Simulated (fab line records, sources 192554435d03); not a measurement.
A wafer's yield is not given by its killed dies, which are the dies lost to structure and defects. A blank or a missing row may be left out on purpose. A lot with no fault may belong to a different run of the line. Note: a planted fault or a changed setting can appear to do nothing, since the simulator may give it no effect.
Split-lot study -- flow n5-finfet -- 7 lots, 21 wafers read, on a route of 1938 steps

## THE SPLIT
At N5_BEOL_M1_ETCH_64 (etches SOC in N2/H2, target depth 75 nm, overetch 15 nm, time 112.5 s), the setting bias-w was moved away from the recipe's 150 W on 8 of the 21 wafers read, by -12.5% to +14.8%. This setting was run at the recipe's value on the other wafers.

The split's own step is where the reading is taken.

## THE READING
rf-vpp-V, in V, at N5_BEOL_M1_ETCH_64 (etches SOC in N2/H2, target depth 75 nm, overetch 15 nm, time 112.5 s). On this fab line, fault-free wafers typically give 523.0 V with a standard deviation of 2.4 V.

wafer,"tool, chamber at the split","bias-w as run, W",against the recipe,"rf-vpp-V, V",against lot-mates on the recipe
L074.2,"rie-diel-03, 3",150,recipe,520.5,-
L074.3,"rie-diel-03, 1",165.7,+10.5%,558.9,+38.4
L074.4,"rie-diel-03, 2",165.7,+10.5%,554.6,+34.1
L076.3,"rie-diel-04, 0",161.5,+7.7%,549.5,+26.9
L076.4,"rie-diel-04, 3",150,recipe,523.3,-
L076.6,"rie-diel-04, 2",150,recipe,521.9,-
L080.3,"rie-diel-03, 2",150,recipe,521.2,-
L080.4,"rie-diel-03, 3",150,recipe,522.6,-
L080.5,"rie-diel-03, 3",150,recipe,522.3,-
L085.3,"rie-diel-04, 1",150,recipe,525.6,-
L085.4,"rie-diel-04, 0",131.2,-12.5%,479.7,-43.8
L085.5,"rie-diel-04, 3",150,recipe,521.5,-
L088.4,"rie-diel-04, 1",172.2,+14.8%,572.9,no lot-mate on the recipe
L088.5,"rie-diel-04, 3",172.2,+14.8%,570.7,no lot-mate on the recipe
L088.6,"rie-diel-04, 0",172.2,+14.8%,570.2,no lot-mate on the recipe
L091.1,"rie-diel-02, 1",150,recipe,518.8,-
L091.2,"rie-diel-02, 3",150,recipe,525.2,-
L091.6,"rie-diel-02, 3",150,recipe,525.0,-
L093.2,"rie-diel-04, 2",150,recipe,522.5,-
L093.3,"rie-diel-04, 3",150,recipe,523.6,-
L093.5,"rie-diel-04, 0",163.3,+8.9%,552.6,+29.6

FIT RESULTS
A straight line over all 21 wafers: rf-vpp-V changes by +3.32 V for each +1% of bias-w; r = +1.00; the points scatter about the line by 1.8 V.
The same after taking each lot's own level away (the mean of its wafers on the recipe; 18 wafers): +3.46 V for each +1%; r = +1.00; scatter 1.7 V.
That fit puts the effect of the largest move of bias-w on the reading at 51 V.
Across the lots, their own levels run from 520.50 to 523.55 V, a range of 1.3 times the standard deviation given above.
The two slopes agree, so the slope changes little with the lot-to-lot level.
Check: -43.1 V against its lot-mates is what the line predicts for one of the wafers moved furthest among these (-12.5%) when that wafer is left out of the fit. Against them it came out at -43.8 V.
Tool readings at the split's step, against how far the setting was moved: rf-vpp-V r = +1.00.

## THE OTHER SPLITS THESE WAFERS WENT THROUGH
Note: prior to the reading, these wafers also went through further splits. Each is held against what the fit with the lots' levels taken away leaves over:
other split on the same wafers,wafers away from the commonest value,r with rf-vpp-V (lot level and that fit taken away)
N5_HKMG_FIN_ETCH_86 target-depth-a,7,-0.02
N5_MOL_CONTACT_COAG_CONTACT_ETCH_14 source-w,7,+0.13
N5_MOL_CONTACT_COAG_ETCH_67 source-w,4,+0.01
N5_MOL_CONTACT_COAG_ETCHBACK_136 target-depth-a,6,-0.09
N5_BEOL_M0_SAQP_SPACER1_ALD_98 temp-c,6,+0.04
N5_BEOL_M0_ETCH_138 source-w,6,-0.28

## THE WHOLE CHAIN: every reading that the file lists as answering this split, in the file's order
step,what it does,reading,change (the file's fit),r (the file's)
N5_BEOL_M1_ETCH_64,"etches SOC in N2/H2, target depth 75 nm, overetch 15 nm, time 112.5 s",rf-vpp-V,+3.46 V for each +1% of the setting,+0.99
N5_BEOL_M1_ETCH_64,"etches SOC in N2/H2, target depth 75 nm, overetch 15 nm, time 112.5 s","SiARC_of_BEOL_M1_COAT_62.thk-nm (the simulator's own value, which no gauge read)",-0.0643 nm for each +1% of the setting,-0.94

## FILE'S OWN FIT
rf-vpp-V changes by +3.46 V for each +1% of bias-w, r = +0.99.
